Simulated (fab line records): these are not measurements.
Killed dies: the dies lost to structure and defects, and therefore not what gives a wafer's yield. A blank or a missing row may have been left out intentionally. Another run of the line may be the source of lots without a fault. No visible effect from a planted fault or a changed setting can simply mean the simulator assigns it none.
Matching of chambers	flow n5-finfet	N5_BEOL_M15_STRIP_36 on rie-diel-04: 4 sister chambers
The step strips in O2. 18 wafers are shown with their chamber, then 9 later ones without.

WAFERS WITH THEIR CHAMBER
wafer	chamber	drypump-motor-current-A (A)	showerhead-plenum-p-Torr (Torr)	throttle-valve-pct (%)
L077.2	3	4.9	2.05	16.76
L077.3	1	5.5	2.15	16.92
L077.4	0	6.0	2.00	16.69
L078.2	0	6.0	2.00	16.67
L078.4	2	4.9	2.05	16.51
L078.6	0	6.0	2.00	16.68
L080.2	3	4.9	2.05	16.78
L080.5	0	6.0	2.00	16.73
L080.6	1	5.5	2.14	16.95
L082.2	2	4.8	2.04	16.55
L082.4	1	5.5	2.14	16.97
L082.5	0	6.0	1.99	16.73
L085.3	2	4.8	2.04	16.52
L085.4	0	6.0	1.99	16.76
L085.5	1	5.5	2.13	16.97
L088.1	0	6.0	1.99	16.79
L088.2	1	5.5	2.13	16.97
L088.3	2	4.8	2.03	16.59

SIGNATURES, as means of the wafers listed above
reading	chamber 0	chamber 1	chamber 2	chamber 3	scatter within a chamber
drypump-motor-current-A	6.000	5.500	4.825	4.900	0.0231
showerhead-plenum-p-Torr	1.9957	2.1380	2.0400	2.0500	0.00682
throttle-valve-pct	16.7214	16.9560	16.5425	16.7700	0.0355
Rule: a wafer's distance from a chamber is the root of the sum, over the readings, of the square of ((its reading less the chamber's mean) divided by the reading's scatter). If the next closest chamber is less than 2 further off than the closest, the wafer can't be placed; otherwise it belongs to the closest. How the scatter is found: for the shown wafers, subtract from each reading the mean of its chamber, square and add these, divide the total by (wafers less chambers), then take the root.

WAFERS WITH NO CHAMBER GIVEN
wafer	drypump-motor-current-A (A)	showerhead-plenum-p-Torr (Torr)	throttle-valve-pct (%)
L089.1	6.0	1.99	16.77
L089.3	4.9	2.03	16.57
L089.6	6.0	1.99	16.78
L091.1	6.0	1.98	16.80
L091.3	4.8	2.03	16.58
L091.4	5.5	2.13	16.98
L092.1	6.0	1.98	16.76
L092.3	4.9	2.04	16.41
L092.6	5.5	2.13	16.98

THE CHAMBER EACH PASSED THROUGH
wafer	from the rows above	in truth
L089.1	0	0
L089.3	2	2
L089.6	0	0
L091.1	0	0
L091.3	2	2
L091.4	1	1
L092.1	0	0
L092.3	2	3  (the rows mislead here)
L092.6	1	1
Correctly placed: 8 of 9. From these rows, 0 cannot be placed. Placed wrongly: 1.
